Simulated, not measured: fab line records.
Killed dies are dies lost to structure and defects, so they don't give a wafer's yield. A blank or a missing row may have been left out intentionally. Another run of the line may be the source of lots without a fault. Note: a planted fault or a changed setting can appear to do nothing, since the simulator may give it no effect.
fab line records || flow n5-finfet
record: {"lots": 4, "wafers": 12, "last-day": 19}
route steps=1938 shown STI_FIN_REVEAL@209 DUMMY_GATE@212 BEOL_M4@1111
lots with no fault: from the same line, run without faults
start-h: the number of hours between the record's first day and the start of the first shown wafer of the lot || wait-h: how many hours have passed since the lot's step before this one || " identical to the entry in the row above || L1.1+2: several wafers, shown together as one row || - no value, or no start was given || * or withheld: withheld || < > ~ a bound
route shown NAME@n: names a module that has steps shown in the file, with the first one's number in the route || usual: mean/standard deviation of fault-free wafers || same: alike in all rows || chamber/n: place in a boat || sites: readings site by site || _std_site: how widely they spread, as a standard deviation || _edge_site: the outer-site mean with the inner-site mean subtracted || radius-mm: how far each site lies from the wafer's centre || mask NAME#n: copy n || behind: the most recent tool/chamber to have shaped the wafer || hold: why the lot went on hold/how many hours it stayed there/how the hold came to an end || device: the n, p or np transistor that did not switch || end of line: the same wafers' tests at the end of the route || a step with no rows: only its recipe || killed: the dies lost at the first sort to structure and to defects; this is not the yield of the wafer || map: dies across one wafer; x = killed, . = not, _ = none there
set.NAME: setting as actually run; set.NAME@STEP: the setting as run at that earlier step || model.NAME: the simulator's own value behind a step, which no gauge read
lots at selected steps of the route; one table per step, one row per wafer
services: the hour from which a tool's chamber was out of use, counted from the record's first day as start-h (under 0 if before that day), plus the number of hours and why
== steps ==
step: N5_STI_FIN_REVEAL_PRECLEAN_18
recipe: {"chemistry": "SC2", "time-s": 45, "temp-c": 35, "mix": "1:1:50"}
step: N5_STI_FIN_REVEAL_SRD_28
recipe: {"dry": "ipa-marangoni", "time-s": 30, "temp-c": 23, "rinse-liquid": "diw"}
step: N5_DUMMY_GATE_PRECLEAN_00
recipe: {"chemistry": "O3/DIW", "time-s": 60, "temp-c": 22, "o3-ppm": 10}
step: N5_DUMMY_GATE_SRD_01
recipe: {"time-s": 30, "temp-c": 23, "rinse-liquid": "diw", "dry": "ipa-marangoni"}
step: N5_DUMMY_GATE_ALD_02
recipe: {"material": "SiO2", "target-thk-a": 20, "temp-c": 300, "ald-precursor-family": "BDEAS", "ald-co-reactant": "O2-plasma", "pulse-time-s": 1, "pressure-torr": 2}
step: N5_DUMMY_GATE_CVD_03
recipe: {"material": "a-Si", "target-thk-a": 1500, "temp-c": 530, "precursor": "SiH4", "time-s": 8042}
step: N5_DUMMY_GATE_PRECLEAN_46
recipe: {"chemistry": "DIW", "time-s": 89.5, "temp-c": 23}
step: N5_DUMMY_GATE_SRD_47
recipe: {"dry-time-s": 32, "dry": "n2-spin", "spin-rpm": 1500}
step: N5_DUMMY_GATE_CMP_04
recipe: {"material": "a-Si", "post-cmp-clean": "alkaline-brush"}
step: N5_DUMMY_GATE_HM_DEP_06
recipe: {"material": "SiNx", "target-thk-a": 800, "precursor": "DCS/NH3", "temp-c": 700, "pressure-mtorr": 300, "time-s": 5141}
step: N5_DUMMY_GATE_PECVD_30
recipe: {"material": "SiO2", "target-thk-a": 550, "temp-c": 400, "precursor": "TEOS/O2", "pressure-torr": 6.5, "rf-w": "withheld", "teos-flow-sccm": "withheld", "gas": "O2", "flow-sccm": 2650, "time-s": 10.8}
usual: {"chamber-pressure-Torr": "6.502/0.013"}
{"lot.wafer": "L680.3", "tool": "pecvd-01", "chamber": 1, "start-h": 61.78, "wait-h": 0.0, "chamber-pressure-Torr": 6.481, "model.SiO2_of_DUMMY_GATE_PECVD_30.thk-nm": 55.6}
{"lot.wafer": "L680.4", "tool": "pecvd-01", "chamber": 1, "start-h": 61.78, "wait-h": 0.0, "chamber-pressure-Torr": 6.485, "model.SiO2_of_DUMMY_GATE_PECVD_30.thk-nm": 56.4}
{"lot.wafer": "L680.5", "tool": "pecvd-01", "chamber": 0, "start-h": 61.78, "wait-h": 0.0, "chamber-pressure-Torr": 6.518, "model.SiO2_of_DUMMY_GATE_PECVD_30.thk-nm": 55.8}
{"lot.wafer": "L690.2", "tool": "pecvd-01", "chamber": 2, "start-h": 113.35, "wait-h": 0.0, "chamber-pressure-Torr": 6.506, "model.SiO2_of_DUMMY_GATE_PECVD_30.thk-nm": 59.4}
{"lot.wafer": "L690.3", "tool": "pecvd-01", "chamber": 1, "start-h": 113.35, "wait-h": 0.0, "chamber-pressure-Torr": 6.492, "model.SiO2_of_DUMMY_GATE_PECVD_30.thk-nm": 55}
{"lot.wafer": "L690.5", "tool": "pecvd-01", "chamber": 2, "start-h": 113.35, "wait-h": 0.0, "chamber-pressure-Torr": 6.512, "model.SiO2_of_DUMMY_GATE_PECVD_30.thk-nm": 59.8}
{"lot.wafer": "L692.3", "tool": "pecvd-01", "chamber": 2, "start-h": 125.45, "wait-h": 0.1, "chamber-pressure-Torr": 6.515, "model.SiO2_of_DUMMY_GATE_PECVD_30.thk-nm": 59.6}
{"lot.wafer": "L692.4", "tool": "pecvd-01", "chamber": 1, "start-h": 125.45, "wait-h": 0.1, "chamber-pressure-Torr": 6.504, "model.SiO2_of_DUMMY_GATE_PECVD_30.thk-nm": 55.6}
{"lot.wafer": "L692.6", "tool": "pecvd-01", "chamber": 1, "start-h": 125.45, "wait-h": 0.1, "chamber-pressure-Torr": 6.486, "model.SiO2_of_DUMMY_GATE_PECVD_30.thk-nm": 56.2}
{"lot.wafer": "L700.1", "tool": "pecvd-02", "chamber": 2, "start-h": 174.37, "wait-h": 0.0, "chamber-pressure-Torr": 6.514, "model.SiO2_of_DUMMY_GATE_PECVD_30.thk-nm": 54.6}
{"lot.wafer": "L700.3", "tool": "pecvd-02", "chamber": 1, "start-h": 174.37, "wait-h": 0.0, "chamber-pressure-Torr": 6.503, "model.SiO2_of_DUMMY_GATE_PECVD_30.thk-nm": 54.8}
{"lot.wafer": "L700.4", "tool": "pecvd-02", "chamber": 2, "start-h": 174.37, "wait-h": 0.0, "chamber-pressure-Torr": 6.516, "model.SiO2_of_DUMMY_GATE_PECVD_30.thk-nm": 56.6}
step: N5_DUMMY_GATE_COAT_34
recipe: {"resist": "SOC", "temp-c": 250, "time-s": 60, "spin-rpm": 1500, "resist-thk-nm": 60}
step: N5_DUMMY_GATE_COAT_35
recipe: {"resist": "SiARC", "temp-c": 220, "time-s": 60, "spin-rpm": 1500, "resist-thk-nm": 10}
step: N5_DUMMY_GATE_COAT_28
recipe: {"resist": "underlayer", "temp-c": 205, "time-s": 60, "spin-rpm": 1500, "resist-thk-nm": 10}
step: N5_DUMMY_GATE_COAT_09
recipe: {"resist": "CAR-EUV", "spin-rpm": 1500, "resist-thk-nm": 30}
step: N5_DUMMY_GATE_EBR_11
recipe: {"solvent": "PGMEA", "ebr-width-mm": 1.5}
step: N5_DUMMY_GATE_SOFTBAKE_10
recipe: {"temp-c": 110, "time-s": 60, "resist": "CAR-EUV"}
step: N5_DUMMY_GATE_EXPOSE_12
recipe: {"mask-id": "GATE", "na": 0.33, "source-shape": "annular", "sigma-inner": 0.2, "sigma-outer": 0.6, "polarization": "unpolarized", "target-cd-nm": 25, "dose-mj": 34}
step: N5_DUMMY_GATE_PEB_13
recipe: {"peb-temp-c": 100, "peb-time-s": 60, "resist": "CAR-EUV"}
step: N5_DUMMY_GATE_DEVELOP_14
recipe: {"develop-time-s": 30, "developer": "TMAH", "resist": "CAR-EUV", "rinse-liquid": "surfactant-rinse", "dry": "air-spin", "dev-temp-c": 23}
step: N5_DUMMY_GATE_DESCUM_20
recipe: {"chemistry": "O2", "time-s": 6.2, "source-power-w": 50, "bias-power-w": 20, "pressure-mtorr": 20, "rf-frequency-hz": 2.712e+07, "temp-c": 40, "resist": "CAR-EUV", "o2-flow-sccm": 225}
step: N5_DUMMY_GATE_ETCH_29
recipe: {"chemistry": "N2/H2", "target": "underlayer", "target-depth-a": 130, "ion-energy-ev": 200, "pressure-mtorr": 30, "source-w": 840, "bias-w": 150, "n2-flow-sccm": 200, "h2-flow-sccm": 200}
step: N5_DUMMY_GATE_ETCH_36
recipe: {"chemistry": "CF4", "target": "SiARC", "target-depth-a": 130, "pressure-mtorr": 40, "source-w": 545, "bias-w": 36, "Ar_flow_sccm": 100, "cf4-flow-sccm": 100, "ion-energy-ev": 80}
step: N5_DUMMY_GATE_ETCH_37
recipe: {"chemistry": "N2/H2", "target": "SOC", "target-depth-a": 600, "overetch-a": 300, "temp-c": 40, "ion-energy-ev": 200, "pressure-mtorr": 30, "source-w": 840, "bias-w": 150, "n2-flow-sccm": 200, "h2-flow-sccm": 200}
step: N5_DUMMY_GATE_STRIP_38
recipe: {"chemistry": "N2/H2", "temp-c": 40, "n2-flow-sccm": 200, "h2-flow-sccm": 200, "rf-frequency-hz": 6e+07}
step: N5_DUMMY_GATE_STRIP_39
recipe: {"chemistry": "N2/H2", "temp-c": 40, "n2-flow-sccm": 200, "h2-flow-sccm": 200, "rf-frequency-hz": 6e+07}
step: N5_DUMMY_GATE_TRIM_49
recipe: {"chemistry": "O2", "resist": "SOC", "time-s": 29, "target-cd-nm": 14, "source-power-w": 300, "bias-power-w": 0, "O2_flow_sccm": 100, "temp-c": 20}
step: N5_DUMMY_GATE_STRIP_40
recipe: {"chemistry": "CF4", "resist": "SiARC", "power-w": 300, "bias-power-w": 75, "pressure-mtorr": 50, "cf4-flow-sccm": 150, "rf-frequency-hz": 6e+07}
step: N5_DUMMY_GATE_ETCH_31
recipe: {"chemistry": "C4F6/O2", "target": "SiO2", "mask-material": "SOC", "target-depth-a": 825, "time-s": 27.5, "ion-energy-ev": 250, "pressure-mtorr": 30, "source-w": 345, "bias-w": 185, "Ar_flow_sccm": 300, "C4F6_flow_sccm": 10, "O2_flow_sccm": 10}
step: N5_DUMMY_GATE_STRIP_41
recipe: {"chemistry": "O2", "power-w": 400, "temp-c": 40, "pressure-mtorr": 30, "rf-frequency-hz": 6e+07, "bias-power-w": 0, "overash-fraction": 0.3, "o2-flow-sccm": 225}
step: N5_DUMMY_GATE_HM_OPEN_21
recipe: {"chemistry": "CH3F/O2", "target": "SiNx", "target-depth-a": 1200, "Ar_flow_sccm": 150, "CH3F_flow_sccm": 30, "O2_flow_sccm": 23, "time-s": 171.4, "pressure-mtorr": 30, "source-w": 395, "bias-w": 73, "ion-energy-ev": 120.7}
step: N5_DUMMY_GATE_ETCH_32
recipe: {"chemistry": "CF4", "target": "SiO2", "target-depth-a": 35, "time-s": 3.9, "ion-energy-ev": 350, "pressure-mtorr": 10, "icp-w": 800, "bias-w": 400, "cf4-flow-sccm": 80}
step: N5_DUMMY_GATE_ETCH_23
recipe: {"chemistry": "HBr/Cl2/O2", "HBr_flow_sccm": 150, "Cl2_flow_sccm": 80, "O2_flow_sccm": 12, "bias-w": 102, "target-depth-a": 410, "time-s": 22.3, "target": "poly-Si", "mask-material": "SiO2", "pressure-mtorr": 10, "icp-w": 800}
step: N5_DUMMY_GATE_ETCH_44
recipe: {"chemistry": "HBr/O2", "over-etch-frac": 0.7, "target-depth-a": 1275, "stop-on": "SiO2", "ion-energy-ev": 60, "bias-w": 20, "target": "poly-Si", "mask-material": "SiO2", "pressure-mtorr": 20, "icp-w": 400, "HBr_flow_sccm": 120, "O2_flow_sccm": 10}
usual: {"drypump-motor-current-A": "5.7/0.35", "oes-product-au": "0.730/0.012", "throttle-valve-pct": "18.50/0.24"}
same: {"over-etch-frac": 0.7}
{"lot.wafer": "L680.3", "tool": "rie-si-04", "chamber": 1, "start-h": 63.50, "wait-h": 0.0, "drypump-motor-current-A": 5.6, "oes-product-au": 0.730, "rf-hours-counter-h": 145, "throttle-valve-pct": 18.20, "model.SiO2_of_DUMMY_GATE_PECVD_30.thk-nm": 38.8}
{"lot.wafer": "L680.4", "tool": "rie-si-04", "chamber": 2, "start-h": 63.50, "wait-h": 0.0, "drypump-motor-current-A": 5.5, "oes-product-au": 0.743, "rf-hours-counter-h": 58, "throttle-valve-pct": 18.26, "model.SiO2_of_DUMMY_GATE_PECVD_30.thk-nm": 39.6}
{"lot.wafer": "L680.5", "tool": "rie-si-04", "chamber": 1, "start-h": 63.50, "wait-h": 0.0, "drypump-motor-current-A": 5.6, "oes-product-au": 0.735, "rf-hours-counter-h": "-", "throttle-valve-pct": 18.22, "model.SiO2_of_DUMMY_GATE_PECVD_30.thk-nm": 39}
{"lot.wafer": "L690.2", "tool": "rie-si-04", "chamber": 0, "start-h": 114.73, "wait-h": 0.0, "drypump-motor-current-A": 5.4, "oes-product-au": 0.745, "rf-hours-counter-h": 139, "throttle-valve-pct": 18.58, "model.SiO2_of_DUMMY_GATE_PECVD_30.thk-nm": 42.2}
{"lot.wafer": "L690.3", "tool": "rie-si-04", "chamber": 2, "start-h": 114.73, "wait-h": 0.0, "drypump-motor-current-A": 5.6, "oes-product-au": 0.719, "rf-hours-counter-h": 58, "throttle-valve-pct": 18.23, "model.SiO2_of_DUMMY_GATE_PECVD_30.thk-nm": 37.8}
{"lot.wafer": "L690.5", "tool": "rie-si-04", "chamber": 0, "start-h": 114.73, "wait-h": 0.0, "drypump-motor-current-A": 5.4, "oes-product-au": 0.736, "rf-hours-counter-h": "-", "throttle-valve-pct": 18.60, "model.SiO2_of_DUMMY_GATE_PECVD_30.thk-nm": 42.6}
{"lot.wafer": "L692.3", "tool": "rie-si-06", "chamber": 1, "start-h": 127.07, "wait-h": 0.0, "drypump-motor-current-A": 5.6, "oes-product-au": 0.745, "rf-hours-counter-h": 0, "throttle-valve-pct": 18.61, "model.SiO2_of_DUMMY_GATE_PECVD_30.thk-nm": 43.2}
{"lot.wafer": "L692.4", "tool": "rie-si-06", "chamber": 0, "start-h": 127.07, "wait-h": 0.0, "drypump-motor-current-A": 6.0, "oes-product-au": 0.716, "rf-hours-counter-h": 49, "throttle-valve-pct": 18.89, "model.SiO2_of_DUMMY_GATE_PECVD_30.thk-nm": 38.8}
{"lot.wafer": "L692.6", "tool": "rie-si-06", "chamber": 1, "start-h": 127.07, "wait-h": 0.0, "drypump-motor-current-A": 5.6, "oes-product-au": 0.749, "rf-hours-counter-h": "-", "throttle-valve-pct": 18.60, "model.SiO2_of_DUMMY_GATE_PECVD_30.thk-nm": 39.8}
{"lot.wafer": "L700.1", "tool": "rie-si-06", "chamber": 3, "start-h": 175.83, "wait-h": 0.0, "drypump-motor-current-A": 5.7, "oes-product-au": 0.706, "rf-hours-counter-h": 16, "throttle-valve-pct": 18.80, "model.SiO2_of_DUMMY_GATE_PECVD_30.thk-nm": 37.8}
{"lot.wafer": "L700.3", "tool": "rie-si-06", "chamber": 0, "start-h": 175.83, "wait-h": 0.0, "drypump-motor-current-A": 6.0, "oes-product-au": 0.711, "rf-hours-counter-h": 50, "throttle-valve-pct": 18.88, "model.SiO2_of_DUMMY_GATE_PECVD_30.thk-nm": 38.2}
{"lot.wafer": "L700.4", "tool": "rie-si-06", "chamber": 2, "start-h": 175.83, "wait-h": 0.0, "drypump-motor-current-A": 5.1, "oes-product-au": 0.732, "rf-hours-counter-h": 57, "throttle-valve-pct": 18.68, "model.SiO2_of_DUMMY_GATE_PECVD_30.thk-nm": 39.4}
step: N5_BEOL_M4_RC_MEAS_101
usual: {"DIBL_N": "36.0/1.7", "DIBL_P": "36.2/1.9", "IOFF_N": "0.154/0.028", "IOFF_P": "0.21/0.036", "ION_N": "675/11", "ION_P": "463/8.3", "SS_N": "71.4/0.63", "SS_P": "73.2/0.55", "VT_N": "250.2/3", "VT_P": "-251/3.7"}
{"lot.wafer": "L680.3", "tool": "prober-01", "chamber": 0, "start-h": 197.75, "wait-h": 0.3, "DIBL_N[mV/V]": 38.6, "DIBL_P[mV/V]": 37.1, "IOFF_N[nA/um]": 0.169, "IOFF_P[nA/um]": 0.22, "ION_N[uA/um]": 669, "ION_P[uA/um]": 460, "SS_N[mV/dec]": 72.1, "SS_P[mV/dec]": 74.1, "VT_N[mV]": 251.6, "VT_P[mV]": -250}
{"lot.wafer": "L680.4", "tool": "prober-01", "chamber": 0, "start-h": 197.75, "wait-h": 0.3, "DIBL_N[mV/V]": 37.7, "DIBL_P[mV/V]": 37.1, "IOFF_N[nA/um]": 0.153, "IOFF_P[nA/um]": 0.22, "ION_N[uA/um]": 668, "ION_P[uA/um]": 459, "SS_N[mV/dec]": 71.8, "SS_P[mV/dec]": 73.8, "VT_N[mV]": 252.2, "VT_P[mV]": -249}
{"lot.wafer": "L680.5", "tool": "prober-01", "chamber": 0, "start-h": 197.75, "wait-h": 0.3, "DIBL_N[mV/V]": 38.5, "DIBL_P[mV/V]": 38.1, "IOFF_N[nA/um]": 0.171, "IOFF_P[nA/um]": 0.26, "ION_N[uA/um]": 667, "ION_P[uA/um]": 463, "SS_N[mV/dec]": 71.6, "SS_P[mV/dec]": 74.1, "VT_N[mV]": 250.9, "VT_P[mV]": -248}
{"lot.wafer": "L692.3", "tool": "prober-02", "chamber": 0, "start-h": 297.04, "wait-h": 0.3, "DIBL_N[mV/V]": 36.1, "DIBL_P[mV/V]": 36.7, "IOFF_N[nA/um]": 0.151, "IOFF_P[nA/um]": 0.22, "ION_N[uA/um]": 664, "ION_P[uA/um]": 461, "SS_N[mV/dec]": 71.7, "SS_P[mV/dec]": 73.2, "VT_N[mV]": 251.0, "VT_P[mV]": -250}
{"lot.wafer": "L692.4", "tool": "prober-02", "chamber": 0, "start-h": 297.04, "wait-h": 0.3, "DIBL_N[mV/V]": 34.7, "DIBL_P[mV/V]": 34.9, "IOFF_N[nA/um]": 0.135, "IOFF_P[nA/um]": 0.19, "ION_N[uA/um]": 680, "ION_P[uA/um]": 475, "SS_N[mV/dec]": 71.2, "SS_P[mV/dec]": 73.0, "VT_N[mV]": 251.2, "VT_P[mV]": -250}
{"lot.wafer": "L692.6", "tool": "prober-02", "chamber": 0, "start-h": 297.04, "wait-h": 0.3, "DIBL_N[mV/V]": 36.2, "DIBL_P[mV/V]": 36.7, "IOFF_N[nA/um]": 0.157, "IOFF_P[nA/um]": 0.22, "ION_N[uA/um]": 678, "ION_P[uA/um]": 463, "SS_N[mV/dec]": 71.9, "SS_P[mV/dec]": 73.5, "VT_N[mV]": 252.7, "VT_P[mV]": -250}
{"lot.wafer": "L690.2", "tool": "prober-01", "chamber": 0, "start-h": 297.67, "wait-h": 0.2, "DIBL_N[mV/V]": 35.7, "DIBL_P[mV/V]": 35.4, "IOFF_N[nA/um]": 0.148, "IOFF_P[nA/um]": 0.16, "ION_N[uA/um]": 674, "ION_P[uA/um]": 451, "SS_N[mV/dec]": 70.8, "SS_P[mV/dec]": 73.4, "VT_N[mV]": 249.5, "VT_P[mV]": -256}
{"lot.wafer": "L690.3", "tool": "prober-01", "chamber": 0, "start-h": 297.67, "wait-h": 0.2, "DIBL_N[mV/V]": 34.3, "DIBL_P[mV/V]": 34.2, "IOFF_N[nA/um]": 0.130, "IOFF_P[nA/um]": 0.15, "ION_N[uA/um]": 663, "ION_P[uA/um]": 448, "SS_N[mV/dec]": 70.7, "SS_P[mV/dec]": 73.3, "VT_N[mV]": 250.6, "VT_P[mV]": -256}
{"lot.wafer": "L690.5", "tool": "prober-01", "chamber": 0, "start-h": 297.67, "wait-h": 0.2, "DIBL_N[mV/V]": 36.5, "DIBL_P[mV/V]": 36.8, "IOFF_N[nA/um]": 0.164, "IOFF_P[nA/um]": 0.18, "ION_N[uA/um]": 686, "ION_P[uA/um]": 462, "SS_N[mV/dec]": 71.8, "SS_P[mV/dec]": 73.0, "VT_N[mV]": 251.3, "VT_P[mV]": -256}
{"lot.wafer": "L700.1", "tool": "prober-02", "chamber": 0, "start-h": 342.53, "wait-h": 0.0, "DIBL_N[mV/V]": 35.8, "DIBL_P[mV/V]": 36.0, "IOFF_N[nA/um]": 0.154, "IOFF_P[nA/um]": 0.23, "ION_N[uA/um]": 668, "ION_P[uA/um]": 470, "SS_N[mV/dec]": 70.8, "SS_P[mV/dec]": 72.6, "VT_N[mV]": 248.9, "VT_P[mV]": -245}
{"lot.wafer": "L700.3", "tool": "prober-02", "chamber": 0, "start-h": 342.53, "wait-h": 0.0, "DIBL_N[mV/V]": 33.1, "DIBL_P[mV/V]": 33.3, "IOFF_N[nA/um]": 0.116, "IOFF_P[nA/um]": 0.19, "ION_N[uA/um]": 678, "ION_P[uA/um]": 473, "SS_N[mV/dec]": 71.0, "SS_P[mV/dec]": 72.5, "VT_N[mV]": 251.4, "VT_P[mV]": -248}
{"lot.wafer": "L700.4", "tool": "prober-02", "chamber": 0, "start-h": 342.53, "wait-h": 0.0, "DIBL_N[mV/V]": 37.5, "DIBL_P[mV/V]": 38.5, "IOFF_N[nA/um]": 0.195, "IOFF_P[nA/um]": 0.27, "ION_N[uA/um]": 682, "ION_P[uA/um]": 474, "SS_N[mV/dec]": 72.5, "SS_P[mV/dec]": 73.5, "VT_N[mV]": 245.2, "VT_P[mV]": -248}
== services ==
{"tool": "pecvd-02", "chamber": 1, "start-h": 55.24, "hours": 2.1, "kind": "scheduled-down"}
{"tool": "rie-si-04", "chamber": "-", "start-h": 74.08, "hours": 0.7, "kind": "repair"}
{"tool": "pecvd-02", "chamber": 2, "start-h": 79.91, "hours": 3.8, "kind": "repair"}
{"tool": "rie-si-04", "chamber": 2, "start-h": 87.27, "hours": 5.8, "kind": "repair"}
{"tool": "rie-si-04", "chamber": 3, "start-h": 89.37, "hours": 8.2, "kind": "repair"}
{"tool": "pecvd-01", "chamber": 2, "start-h": 97.05, "hours": 5.6, "kind": "repair"}
{"tool": "rie-si-06", "chamber": 1, "start-h": 97.59, "hours": "-", "kind": "clean"}
{"tool": "rie-si-06", "chamber": 1, "start-h": 97.59, "hours": 25.1, "kind": "scheduled-down"}
{"tool": "rie-si-06", "chamber": 1, "start-h": 97.59, "hours": 25.1, "kind": "vent-cycle"}
{"tool": "rie-si-06", "chamber": 3, "start-h": 98.29, "hours": 6.3, "kind": "repair"}
{"tool": "pecvd-01", "chamber": 0, "start-h": 99.73, "hours": 11.7, "kind": "repair"}
{"tool": "pecvd-02", "chamber": "-", "start-h": 112.84, "hours": 2.7, "kind": "repair"}
{"tool": "pecvd-01", "chamber": 0, "start-h": 124.00, "hours": 5.5, "kind": "scheduled-down"}
{"tool": "rie-si-06", "chamber": "-", "start-h": 130.95, "hours": 0.1, "kind": "repair"}
{"tool": "pecvd-01", "chamber": 0, "start-h": 139.76, "hours": 7.1, "kind": "repair"}
{"tool": "rie-si-06", "chamber": "-", "start-h": 142.29, "hours": 0.3, "kind": "repair"}
{"tool": "pecvd-02", "chamber": "-", "start-h": 171.92, "hours": 1.4, "kind": "repair"}
{"tool": "pecvd-02", "chamber": "-", "start-h": 175.34, "hours": 2.1, "kind": "repair"}
== key ==
first-sign none at tools or gauges
model-effect: {"step": "N5_DUMMY_GATE_PECVD_30", "value": "SiO2_of_DUMMY_GATE_PECVD_30.thk-nm", "without": 55.33, "struck": 59.6}
model-effect: {"step": "N5_DUMMY_GATE_ETCH_44", "value": "SiO2_of_DUMMY_GATE_PECVD_30.thk-nm", "without": 38.47, "struck": 42.67}
met-at N5_DUMMY_GATE_PECVD_30
struck-wafers L690.2,L690.5,L692.3
fault: {"kind": "process-parameter-drift", "tool": "pecvd-01", "chamber": 2, "onset-h": 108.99, "steps": "N5_DUMMY_GATE_PECVD_30", "channel": "time-s", "offset": "*", "shape": "step", "end-h": 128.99, "acts-in": "*", "stated": "*"}
